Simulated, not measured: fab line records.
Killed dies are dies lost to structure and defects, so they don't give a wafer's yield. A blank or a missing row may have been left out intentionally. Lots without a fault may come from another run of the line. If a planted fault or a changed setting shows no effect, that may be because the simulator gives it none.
Chamber matching || flow nand-harc || NHARC_P_M0_ETCH_34 on rie-diel-04 has 4 sister chambers
The step etches the open film in N2/H2, target depth 40 nm, overetch 12 nm, time 43.94 s. 8 wafers are shown with their chamber, then 7 later ones without.

WAFERS WITH THEIR CHAMBER
{"wafer": "L340.2", "chamber": 1, "showerhead-plenum-p-Torr (Torr)": 1.97, "rf-vpp-V (V)": 428.5}
{"wafer": "L340.4", "chamber": 3, "showerhead-plenum-p-Torr (Torr)": 2.02, "rf-vpp-V (V)": 429.4}
{"wafer": "L341.4", "chamber": 3, "showerhead-plenum-p-Torr (Torr)": 2.02, "rf-vpp-V (V)": 431.2}
{"wafer": "L342.1", "chamber": 0, "showerhead-plenum-p-Torr (Torr)": 1.99, "rf-vpp-V (V)": 428.6}
{"wafer": "L342.3", "chamber": 1, "showerhead-plenum-p-Torr (Torr)": 1.97, "rf-vpp-V (V)": 427.7}
{"wafer": "L342.4", "chamber": 2, "showerhead-plenum-p-Torr (Torr)": 2.17, "rf-vpp-V (V)": 435.0}
{"wafer": "L346.2", "chamber": 0, "showerhead-plenum-p-Torr (Torr)": 1.99, "rf-vpp-V (V)": 428.9}
{"wafer": "L346.4", "chamber": 2, "showerhead-plenum-p-Torr (Torr)": 2.16, "rf-vpp-V (V)": 432.0}

WAFERS WITHOUT THEIR CHAMBER
{"wafer": "L346.5", "showerhead-plenum-p-Torr (Torr)": 2.16, "rf-vpp-V (V)": 434.7}
{"wafer": "L347.2", "showerhead-plenum-p-Torr (Torr)": 1.97, "rf-vpp-V (V)": 427.9}
{"wafer": "L347.3", "showerhead-plenum-p-Torr (Torr)": 2.16, "rf-vpp-V (V)": 434.6}
{"wafer": "L347.6", "showerhead-plenum-p-Torr (Torr)": 1.97, "rf-vpp-V (V)": 426.7}
{"wafer": "L350.2", "showerhead-plenum-p-Torr (Torr)": 2.16, "rf-vpp-V (V)": 433.4}
{"wafer": "L350.5", "showerhead-plenum-p-Torr (Torr)": 2.16, "rf-vpp-V (V)": 433.2}
{"wafer": "L350.6", "showerhead-plenum-p-Torr (Torr)": 1.97, "rf-vpp-V (V)": 428.7}

WHICH CHAMBER EACH WENT THROUGH
{"wafer": "L346.5", "from the rows above": 2, "in truth": 2}
{"wafer": "L347.2", "from the rows above": 1, "in truth": 1}
{"wafer": "L347.3", "from the rows above": 2, "in truth": 2}
{"wafer": "L347.6", "from the rows above": 1, "in truth": 1}
{"wafer": "L350.2", "from the rows above": 2, "in truth": 2}
{"wafer": "L350.5", "from the rows above": 2, "in truth": 2}
{"wafer": "L350.6", "from the rows above": 1, "in truth": 1}
7 of 7 placed correctly. From these rows, 0 cannot be placed. 0 placed wrongly.
How it was worked out, from the rows above alone: a wafer's distance from a chamber is the root of the sum, over the readings, of the square of ((its reading less the chamber's mean) divided by the reading's scatter). If the next closest chamber is less than 2 further off than the closest, the wafer can't be placed; otherwise it belongs to the closest. Each chamber's mean is taken over the wafers shown for it. The scatter: the root of (the sum of the squares of (reading less its chamber's mean) over the shown wafers, divided by (wafers less chambers)).
